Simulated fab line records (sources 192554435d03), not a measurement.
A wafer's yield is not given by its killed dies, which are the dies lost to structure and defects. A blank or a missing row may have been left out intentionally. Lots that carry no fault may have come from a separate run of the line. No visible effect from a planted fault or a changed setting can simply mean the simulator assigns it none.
What tool caused it? + flow n5_finfet + 12 lots (36 wafers sampled), 1 step of a 1938-step route

## WHAT EACH GAUGE READ, for each wafer
N5_BEOL_M0_CUTY_CD_MEAS_57 targets a cd of 200 nm.
| lot  | measured     | on        | cd_nm (nm)        |
|------|--------------|-----------|-------------------|
| L075 | day 5 23:39  | cd_sem-02 | 199.8 200.2 200.5 |
| L077 | day 6 11:53  | cd_sem-03 | 198.9 198.4 198.5 |
| L079 | day 7 00:34  | cd_sem-01 | 200.5 200.7 199.8 |
| L081 | day 7 13:13  | cd_sem-02 | 201.2 199.3 199.9 |
| L083 | day 8 00:20  | cd_sem-01 | 200.0 198.6 200.4 |
| L085 | day 8 11:56  | cd_sem-02 | 200.5 201.1 199.2 |
| L087 | day 9 00:23  | cd_sem-02 | 200.5 201.4 200.2 |
| L089 | day 9 12:13  | cd_sem-03 | 199.6 199.1 199.8 |
| L091 | day 9 21:20  | cd_sem-03 | 202.7 201.8 201.9 |
| L093 | day 11 03:44 | cd_sem-01 | 200.5 202.9 202.8 |
| L095 | day 11 04:20 | cd_sem-03 | 201.0 199.6 200.9 |
| L097 | day 11 16:11 | cd_sem-01 | 200.7 199.4 201.9 |

## WHAT TOOL EACH LOT RAN ON (gives the tool, then ch and the chambers of the sampled wafers, and finally the start)
There is no process step in the record ahead of these readings.

## THE ANSWER, worked out from the rows above alone
Rule: the usual values come from the lots themselves. Put in order of their means at a reading, lots are off if they are a third of the lots or fewer, leave a main group of 4 or more, and stand apart from it by a gap of 3 or more times the standard deviation of the main group's means; of several such gaps the widest counts. A main group whose means are all the same, to the digits that the tables above print for the reading, isn't used. A lot without any number at a reading at which 4 lots or more have one is off too. Any other lot the step has rows for is counted as sound.
No lot is off on any of the readings shown, so nothing can be concluded from this.

## WHAT THE SIMULATOR HAD PUT IN
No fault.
